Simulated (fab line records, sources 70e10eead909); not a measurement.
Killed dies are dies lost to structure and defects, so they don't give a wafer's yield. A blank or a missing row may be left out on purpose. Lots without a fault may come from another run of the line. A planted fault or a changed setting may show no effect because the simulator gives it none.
Which tool did it? | flow nand_harc | 22 lots, 66 wafers sampled, at 6 steps of a route of 1159

WHAT THE GAUGES READ, wafer by wafer
The record holds no reading of a measuring or inspecting step that can be judged against a usual standard deviation.

WHICH TOOL RAN EACH LOT (tool, then ch and the chambers of the sampled wafers, then the start)
lot  | NHARC_A_STAIRCASE_ETCH_21      | NHARC_A_STAIRCASE_ETCH_192     | NHARC_A_STAIRCASE_TRIM_198     | NHARC_A_STAIRCASE_ETCH_203     | NHARC_A_STAIRCASE_ETCH_221     | NHARC_A_STAIRCASE_TRIM_222
L074 | rie_diel-13 ch 0,1,2, no start | rie_diel-13 ch 0,2, no start   | rie_diel-05 ch 1,2,3, no start | rie_diel-05 ch 0,2, no start   | rie_diel-13 ch 0,1,3, no start | rie_diel-13 ch 0,1,3, no start
L075 | rie_diel-08 ch 1,2, no start   | rie_diel-05 ch 0,1, no start   | rie_diel-13 ch 1,2,3, no start | rie_diel-13 ch 0,1,3, no start | rie_diel-05 ch 1,2,3, no start | rie_diel-05 ch 2,3, no start
L076 | rie_diel-05 ch 0,1,2, no start | rie_diel-05 ch 0,1,3, no start | rie_diel-05 ch 0,1,2, no start | rie_diel-05 ch 1,3, no start   | rie_diel-05 ch 0,1, no start   | rie_diel-05 ch 0,1,2, no start
L078 | rie_diel-08 ch 0,3, no start   | rie_diel-05 ch 1,2, no start   | rie_diel-05 ch 0,3, no start   | rie_diel-05 ch 0,1, no start   | rie_diel-05 ch 0,2,3, no start | rie_diel-05 ch 1,2, no start
L082 | rie_diel-08 ch 0,1, no start   | rie_diel-13 ch 0,1,3, no start | rie_diel-08 ch 1,2, no start   | rie_diel-08 ch 0,1,2, no start | rie_diel-13 ch 1,2,3, no start | rie_diel-13 ch 1,2,3, no start
L080 | rie_diel-05 ch 0,1,2, no start | rie_diel-08 ch 0,1,2, no start | rie_diel-05 ch 0,1,3, no start | rie_diel-05 ch 0,1,2, no start | rie_diel-13 ch 0,1,2, no start | rie_diel-13 ch 0,1,3, no start
L081 | rie_diel-05 ch 0,2,3, no start | rie_diel-13 ch 0,2, no start   | rie_diel-05 ch 1,2,3, no start | rie_diel-05 ch 1,2,3, no start | rie_diel-05 ch 0,2,3, no start | rie_diel-05 ch 1,2, no start
L083 | rie_diel-13 ch 0,2,3, no start | rie_diel-13 ch 0,1, no start   | rie_diel-13 ch 0,2, no start   | rie_diel-13 ch 0,3, no start   | rie_diel-13 ch 0,2,3, no start | rie_diel-13 ch 1,2,3, no start
L084 | rie_diel-05 ch 0,1,2, no start | rie_diel-13 ch 0,2, no start   | rie_diel-05 ch 0,1,3, no start | rie_diel-05 ch 0,1,3, no start | rie_diel-13 ch 1,3, no start   | rie_diel-13 ch 0,1,3, no start
L085 | rie_diel-08 ch 0,2,3, no start | rie_diel-08 ch 0,2,3, no start | rie_diel-05 ch 0,1,2, no start | rie_diel-05 ch 1,2,3, no start | rie_diel-13 ch 0,1,2, no start | rie_diel-13 ch 0,1,3, no start
L087 | rie_diel-05 ch 0,1,2, no start | rie_diel-05 ch 0,1,2, no start | rie_diel-13 ch 0,1,3, no start | rie_diel-13 ch 1,2,3, no start | rie_diel-08 ch 0,2,3, no start | rie_diel-08 ch 0,1,2, no start
L086 | rie_diel-05 ch 0,3, no start   | rie_diel-05 ch 0,1,2, no start | rie_diel-08 ch 1,3, no start   | rie_diel-08 ch 0,1,3, no start | rie_diel-08 ch 0,1,3, no start | rie_diel-08 ch 0,1,2, no start
L088 | rie_diel-08 ch 0,1,3, no start | rie_diel-05 ch 0,1,3, no start | rie_diel-13 ch 1,2,3, no start | rie_diel-13 ch 0,1, no start   | rie_diel-08 ch 0,2,3, no start | rie_diel-08 ch 2,3, no start
L090 | rie_diel-05 ch 2,3, no start   | rie_diel-05 ch 0,1,3, no start | rie_diel-05 ch 0,2,3, no start | rie_diel-05 ch 0,1,3, no start | rie_diel-05 ch 0,1,3, no start | rie_diel-05 ch 0,1, no start
L091 | rie_diel-05 ch 0,1,2, no start | rie_diel-13 ch 0,2,3, no start | rie_diel-13 ch 1,2,3, no start | rie_diel-13 ch 0,2, no start   | rie_diel-08 ch 2,3, no start   | rie_diel-08 ch 1,3, no start
L089 | rie_diel-13 ch 0,1,3, no start | rie_diel-13 ch 1,2,3, no start | rie_diel-08 ch 0,1,2, no start | rie_diel-08 ch 0,1,2, no start | rie_diel-13 ch 0,2, no start   | rie_diel-13 ch 0,2,3, no start
L092 | rie_diel-13 ch 1,2,3, no start | rie_diel-13 ch 0,2,3, no start | rie_diel-13 ch 1,2,3, no start | rie_diel-13 ch 0,2,3, no start | rie_diel-13 ch 0,2,3, no start | rie_diel-13 ch 0,3, no start
L094 | rie_diel-08 ch 1,2,3, no start | rie_diel-13 ch 0,3, no start   | rie_diel-05 ch 0,2, no start   | rie_diel-05 ch 0,1,2, no start | rie_diel-13 ch 1,2,3, no start | rie_diel-13 ch 1,2,3, no start
L093 | rie_diel-05 ch 1,2,3, no start | rie_diel-08 ch 0,3, no start   | rie_diel-08 ch 0,2,3, no start | rie_diel-08 ch 1,3, no start   | rie_diel-08 ch 0,3, no start   | rie_diel-08 ch 0,1, no start
L095 | rie_diel-13 ch 1,2, no start   | rie_diel-08 ch 0,2, no start   | rie_diel-13 ch 0,1,3, no start | rie_diel-13 ch 0,1,3, no start | rie_diel-13 ch 0,2,3, no start | rie_diel-13 ch 0,2,3, no start
L097 | rie_diel-13 ch 2,3, no start   | rie_diel-05 ch 0,1,3, no start | rie_diel-05 ch 0,1,3, no start | rie_diel-05 ch 0,1, no start   | rie_diel-13 ch 2,3, no start   | rie_diel-13 ch 1,2,3, no start
L096 | rie_diel-13 ch 2,3, no start   | rie_diel-05 ch 1,2,3, no start | rie_diel-05 ch 0,1, no start   | rie_diel-05 ch 1,2, no start   | rie_diel-13 ch 0,1,3, no start | rie_diel-13 ch 2,3, no start
- NHARC_A_STAIRCASE_ETCH_21: etches the open film in C4F8/O2, target depth 100 nm, time 40.5 s.
- NHARC_A_STAIRCASE_ETCH_192: etches the open film in C4F8/O2, target depth 100 nm, time 40.5 s.
- NHARC_A_STAIRCASE_TRIM_198: chemistry O2, time 211.2 s.
- NHARC_A_STAIRCASE_ETCH_203: etches the open film in C4F8/O2, target depth 100 nm, time 40.5 s.
- NHARC_A_STAIRCASE_ETCH_221: etches the open film in C4F8/O2, target depth 100 nm, time 40.5 s.
- NHARC_A_STAIRCASE_TRIM_222: chemistry O2, time 211.2 s.

WHAT THE TOOLS THEMSELVES READ (means of the sampled wafers that have a number; where no wafer has one, the mark that the record gives instead)
NHARC_A_STAIRCASE_ETCH_21. Usual: chamber_pressure_mTorr 25.000 mTorr, standard deviation 0.023; oes_product_au 0.942 a.u., standard deviation 0.018; rf_vpp_V 893 V, standard deviation 5.1.
lot  | tool        | chamber_pressure_mTorr (mTorr) | oes_product_au (a.u.) | rf_vpp_V (V) | flag
L074 | rie_diel-13 | 25.002                         | 0.924                 | 892          |
L075 | rie_diel-08 | 25.000                         | 0.924                 | 890          |
L076 | rie_diel-05 | 24.999                         | 0.941                 | 895          |
L078 | rie_diel-08 | 25.002                         | 0.950                 | 890          |
L082 | rie_diel-08 | 25.017                         | 0.954                 | 889          |
L080 | rie_diel-05 | 24.997                         | 0.944                 | 895          |
L081 | rie_diel-05 | 25.010                         | 0.921                 | 893          |
L083 | rie_diel-13 | 24.990                         | 0.955                 | 897          |
L084 | rie_diel-05 | 24.997                         | 0.941                 | 896          |
L085 | rie_diel-08 | 25.019                         | 0.969                 | 889          |
L087 | rie_diel-05 | 24.998                         | 0.940                 | 896          |
L086 | rie_diel-05 | 24.969                         | 0.959                 | 891          |
L088 | rie_diel-08 | 24.984                         | 0.956                 | 888          |
L090 | rie_diel-05 | 25.001                         | 0.941                 | 893          |
L091 | rie_diel-05 | 24.969                         | 0.957                 | 896          |
L089 | rie_diel-13 | 24.997                         | 0.934                 | 896          |
L092 | rie_diel-13 | 24.994                         | 0.962                 | 896          |
L094 | rie_diel-08 | 25.019                         | 0.941                 | 888          |
L093 | rie_diel-05 | 24.993                         | 0.952                 | 896          |
L095 | rie_diel-13 | 25.004                         | 0.926                 | 892          |
L097 | rie_diel-13 | 25.004                         | 0.925                 | 900          |
L096 | rie_diel-13 | 25.005                         | 0.934                 | 896          |

NHARC_A_STAIRCASE_ETCH_192. Usual: chamber_pressure_mTorr 24.998 mTorr, standard deviation 0.024; oes_product_au 0.941 a.u., standard deviation 0.016; rf_vpp_V 894 V, standard deviation 5.6.
lot  | tool        | chamber_pressure_mTorr (mTorr) | oes_product_au (a.u.) | rf_vpp_V (V) | flag
L074 | rie_diel-13 | 24.965                         | 0.948                 | 894          |
L075 | rie_diel-05 | 24.979                         | 0.937                 | 900          |
L076 | rie_diel-05 | 24.992                         | 0.941                 | 895          |
L078 | rie_diel-05 | 25.010                         | 0.951                 | 896          |
L082 | rie_diel-13 | 25.021                         | 0.946                 | 895          |
L080 | rie_diel-08 | 24.996                         | 0.940                 | 890          |
L081 | rie_diel-13 | 24.989                         | 0.945                 | 891          |
L083 | rie_diel-13 | 25.006                         | 0.941                 | 891          |
L084 | rie_diel-13 | 24.995                         | 0.947                 | 891          |
L085 | rie_diel-08 | 25.009                         | 0.954                 | 889          |
L087 | rie_diel-05 | 24.975                         | 0.930                 | 895          |
L086 | rie_diel-05 | 24.984                         | 0.932                 | 895          |
L088 | rie_diel-05 | 24.994                         | 0.941                 | 895          |
L090 | rie_diel-05 | 25.003                         | 0.951                 | 895          |
L091 | rie_diel-13 | 25.011                         | 0.931                 | 895          |
L089 | rie_diel-13 | 24.991                         | 0.924                 | 896          |
L092 | rie_diel-13 | 24.993                         | 0.933                 | 896          |
L094 | rie_diel-13 | 25.000                         | 0.934                 | 894          |
L093 | rie_diel-08 | 24.993                         | 0.960                 | 888          |
L095 | rie_diel-08 | 24.993                         | 0.936                 | 889          |
L097 | rie_diel-05 | 25.006                         | 0.949                 | 895          |
L096 | rie_diel-05 | 24.988                         | 0.956                 | 895          |

NHARC_A_STAIRCASE_TRIM_198. Usual: chamber_pressure_mTorr 60.00 mTorr, standard deviation 0.057; drypump_motor_current_A 5.8 A, standard deviation 0.49; oes_product_au 1.000 a.u., standard deviation 0.014; rf_vpp_V 57.6 V, standard deviation 0.95; showerhead_plenum_p_Torr 3.45 Torr, standard deviation 0.13; throttle_valve_pct 17.036 %, standard deviation 0.0094.
lot  | tool        | chamber_pressure_mTorr (mTorr) | drypump_motor_current_A (A) | oes_product_au (a.u.) | rf_vpp_V (V) | showerhead_plenum_p_Torr (Torr) | throttle_valve_pct (%) | flag
L074 | rie_diel-05 | 60.04                          | 6.1                         | 1.014                 | 57.2         | 3.53                            | 17.035                 |
L075 | rie_diel-13 | 60.01                          | 5.7                         | 0.996                 | 57.4         | 3.57                            | 17.037                 |
L076 | rie_diel-05 | 60.00                          | 6.0                         | 0.996                 | 57.8         | 3.52                            | 17.027                 |
L078 | rie_diel-05 | 60.04                          | 5.7                         | 0.991                 | 57.4         | 3.41                            | 17.034                 |
L082 | rie_diel-08 | 59.92                          | 5.3                         | 0.999                 | 56.6         | 3.35                            | 17.041                 |
L080 | rie_diel-05 | 59.99                          | 5.9                         | 0.996                 | 57.8         | 3.50                            | 17.039                 |
L081 | rie_diel-05 | 60.01                          | 6.1                         | 1.004                 | 58.0         | 3.52                            | 17.040                 |
L083 | rie_diel-13 | 60.01                          | 5.8                         | 0.999                 | 57.1         | 3.39                            | 17.031                 |
L084 | rie_diel-05 | 59.99                          | 5.9                         | 1.001                 | 56.9         | 3.50                            | 17.039                 |
L085 | rie_diel-05 | 60.05                          | 6.0                         | 1.001                 | 58.7         | 3.51                            | 17.039                 |
L087 | rie_diel-13 | 60.00                          | 6.1                         | 1.002                 | 58.1         | 3.52                            | 17.037                 |
L086 | rie_diel-08 | 60.00                          | 5.5                         | 1.018                 | 57.3         | 3.30                            | 17.043                 |
L088 | rie_diel-13 | 59.96                          | 5.7                         | 0.996                 | 57.8         | 3.55                            | 17.034                 |
L090 | rie_diel-05 | 60.03                          | 5.8                         | 1.008                 | 57.1         | 3.41                            | 17.037                 |
L091 | rie_diel-13 | 60.01                          | 5.7                         | 0.988                 | 59.2         | 3.55                            | 17.036                 |
L089 | rie_diel-08 | 59.98                          | 5.5                         | 0.989                 | 57.3         | 3.35                            | 17.030                 |
L092 | rie_diel-13 | 60.03                          | 5.7                         | 0.985                 | 57.8         | 3.55                            | 17.039                 |
L094 | rie_diel-05 | 60.01                          | 5.9                         | 0.994                 | 57.6         | 3.41                            | 17.036                 |
L093 | rie_diel-08 | 60.02                          | 5.2                         | 1.001                 | 57.9         | 3.33                            | 17.034                 |
L095 | rie_diel-13 | 60.01                          | 6.1                         | 0.988                 | 58.1         | 3.51                            | 17.035                 |
L097 | rie_diel-05 | 59.98                          | 5.9                         | 1.004                 | 57.7         | 3.49                            | 17.042                 |
L096 | rie_diel-05 | 60.00                          | 6.1                         | 1.023                 | 58.5         | 3.58                            | 17.035                 |

NHARC_A_STAIRCASE_ETCH_203. Usual: chamber_pressure_mTorr 24.999 mTorr, standard deviation 0.023; oes_product_au 0.942 a.u., standard deviation 0.015; rf_vpp_V 893 V, standard deviation 5.1.
lot  | tool        | chamber_pressure_mTorr (mTorr) | oes_product_au (a.u.) | rf_vpp_V (V) | flag
L074 | rie_diel-05 | 24.995                         | 0.940                 | 893          |
L075 | rie_diel-13 | 25.016                         | 0.927                 | 895          |
L076 | rie_diel-05 | 25.012                         | 0.949                 | 899          |
L078 | rie_diel-05 | 24.988                         | 0.923                 | 895          |
L082 | rie_diel-08 | 24.968                         | 0.950                 | 889          |
L080 | rie_diel-05 | 24.986                         | 0.945                 | 896          |
L081 | rie_diel-05 | 25.008                         | 0.947                 | 896          |
L083 | rie_diel-13 | 25.001                         | 0.942                 | 895          |
L084 | rie_diel-05 | 25.032                         | 0.936                 | 894          |
L085 | rie_diel-05 | 25.000                         | 0.941                 | 896          |
L087 | rie_diel-13 | 24.986                         | 0.926                 | 897          |
L086 | rie_diel-08 | 24.997                         | 0.955                 | 889          |
L088 | rie_diel-13 | 25.023                         | 0.945                 | 891          |
L090 | rie_diel-05 | 25.010                         | 0.941                 | 895          |
L091 | rie_diel-13 | 24.986                         | 0.946                 | 892          |
L089 | rie_diel-08 | 24.987                         | 0.944                 | 889          |
L092 | rie_diel-13 | 25.013                         | 0.939                 | 896          |
L094 | rie_diel-05 | 24.988                         | 0.953                 | 895          |
L093 | rie_diel-08 | 25.004                         | 0.948                 | 888          |
L095 | rie_diel-13 | 25.009                         | 0.941                 | 895          |
L097 | rie_diel-05 | 25.025                         | 0.938                 | 898          |
L096 | rie_diel-05 | 24.994                         | 0.961                 | 898          |

NHARC_A_STAIRCASE_ETCH_221. Usual: chamber_pressure_mTorr 24.998 mTorr, standard deviation 0.024; oes_product_au 0.937 a.u., standard deviation 0.016; rf_vpp_V 894 V, standard deviation 5.5.
lot  | tool        | chamber_pressure_mTorr (mTorr) | oes_product_au (a.u.) | rf_vpp_V (V) | flag
L074 | rie_diel-13 | 24.998                         | 0.920                 | 896          |
L075 | rie_diel-05 | 25.006                         | 0.939                 | 897          |
L076 | rie_diel-05 | 25.001                         | 0.925                 | 899          |
L078 | rie_diel-05 | 25.003                         | 0.937                 | 892          |
L082 | rie_diel-13 | 24.992                         | 0.937                 | 898          |
L080 | rie_diel-13 | 24.985                         | 0.924                 | 893          |
L081 | rie_diel-05 | 25.000                         | 0.926                 | 892          |
L083 | rie_diel-13 | 25.004                         | 0.955                 | 896          |
L084 | rie_diel-13 | 25.009                         | 0.946                 | 900          |
L085 | rie_diel-13 | 24.968                         | 0.925                 | 892          |
L087 | rie_diel-08 | 25.003                         | 0.932                 | 889          |
L086 | rie_diel-08 | 24.992                         | 0.944                 | 889          |
L088 | rie_diel-08 | 25.017                         | 0.949                 | 889          |
L090 | rie_diel-05 | 24.960                         | 0.947                 | 894          |
L091 | rie_diel-08 | 25.005                         | 0.933                 | 888          |
L089 | rie_diel-13 | 24.989                         | 0.924                 | 892          |
L092 | rie_diel-13 | 24.980                         | 0.947                 | 895          |
L094 | rie_diel-13 | 25.026                         | 0.932                 | 897          |
L093 | rie_diel-08 | 24.983                         | 0.937                 | 889          |
L095 | rie_diel-13 | 24.994                         | 0.949                 | 896          |
L097 | rie_diel-13 | 24.985                         | 0.931                 | 897          |
L096 | rie_diel-13 | 25.001                         | 0.923                 | 895          |

NHARC_A_STAIRCASE_TRIM_222. Usual: chamber_pressure_mTorr 60.00 mTorr, standard deviation 0.059; drypump_motor_current_A 5.7 A, standard deviation 0.49; oes_product_au 0.997 a.u., standard deviation 0.013; rf_vpp_V 57.6 V, standard deviation 0.89; showerhead_plenum_p_Torr 3.47 Torr, standard deviation 0.15; throttle_valve_pct 17.037 %, standard deviation 0.0083.
lot  | tool        | chamber_pressure_mTorr (mTorr) | drypump_motor_current_A (A) | oes_product_au (a.u.) | rf_vpp_V (V) | showerhead_plenum_p_Torr (Torr) | throttle_valve_pct (%) | flag
L074 | rie_diel-13 | 60.03                          | 6.1                         | 0.998                 | 58.2         | 3.53                            | 17.036                 |
L075 | rie_diel-05 | 59.95                          | 6.0                         | 0.998                 | 57.8         | 3.44                            | 17.039                 |
L076 | rie_diel-05 | 59.99                          | 6.0                         | 0.999                 | 57.1         | 3.52                            | 17.042                 |
L078 | rie_diel-05 | 59.97                          | 6.2                         | 1.013                 | 58.2         | 3.54                            | 17.034                 |
L082 | rie_diel-13 | 60.04                          | 5.7                         | 0.986                 | 57.8         | 3.56                            | 17.047                 |
L080 | rie_diel-13 | 59.96                          | 6.1                         | 0.995                 | 58.1         | 3.52                            | 17.047                 |
L081 | rie_diel-05 | 60.01                          | 6.2                         | 1.002                 | 57.8         | 3.53                            | 17.034                 |
L083 | rie_diel-13 | 60.02                          | 5.7                         | 0.989                 | 57.8         | 3.56                            | 17.041                 |
L084 | rie_diel-13 | 60.08                          | 6.1                         | 1.000                 | 57.7         | 3.52                            | 17.031                 |
L085 | rie_diel-13 | 59.95                          | 6.1                         | 1.004                 | 58.3         | 3.52                            | 17.033                 |
L087 | rie_diel-08 | 60.04                          | 5.5                         | 0.998                 | 57.6         | 3.35                            | 17.043                 |
L086 | rie_diel-08 | 60.02                          | 5.5                         | 0.995                 | 57.8         | 3.35                            | 17.032                 |
L088 | rie_diel-08 | 60.02                          | 5.2                         | 1.000                 | 57.3         | 3.31                            | 17.040                 |
L090 | rie_diel-05 | 59.92                          | 6.1                         | 0.998                 | 58.3         | 3.59                            | 17.027                 |
L091 | rie_diel-08 | 59.99                          | 5.5                         | 1.018                 | 57.3         | 3.30                            | 17.040                 |
L089 | rie_diel-13 | 59.97                          | 5.8                         | 0.997                 | 58.0         | 3.52                            | 17.033                 |
L092 | rie_diel-13 | 59.99                          | 6.1                         | 1.011                 | 57.7         | 3.62                            | 17.034                 |
L094 | rie_diel-13 | 60.00                          | 5.7                         | 0.985                 | 57.7         | 3.55                            | 17.030                 |
L093 | rie_diel-08 | 59.95                          | 5.6                         | 0.996                 | 56.7         | 3.35                            | 17.035                 |
L095 | rie_diel-13 | 59.96                          | 5.8                         | 0.997                 | 58.0         | 3.51                            | 17.038                 |
L097 | rie_diel-13 | 59.99                          | 5.7                         | 0.989                 | 58.1         | 3.54                            | 17.035                 |
L096 | rie_diel-13 | 60.05                          | 5.8                         | 0.988                 | 58.1         | 3.65                            | 17.035                 |

THE ANSWER, worked out from the rows above alone
Rule: a lot is off if the mean of its wafers that have a number lies more than 3 standard deviations from the usual mean. A lot without any number at a reading at which 4 lots or more have one is off too. The other lots that the step has rows for count as sound. The gauges are gone through in route order, then the tools' own readings, and for those a lot's mean is taken as printed above. The first step at which some lot is off is used, and at that step the reading that is off furthest; a lot without a number counts as furthest.
No lot is off at any reading shown: from this, nothing can be told.

WHAT THE SIMULATOR HAD PUT IN
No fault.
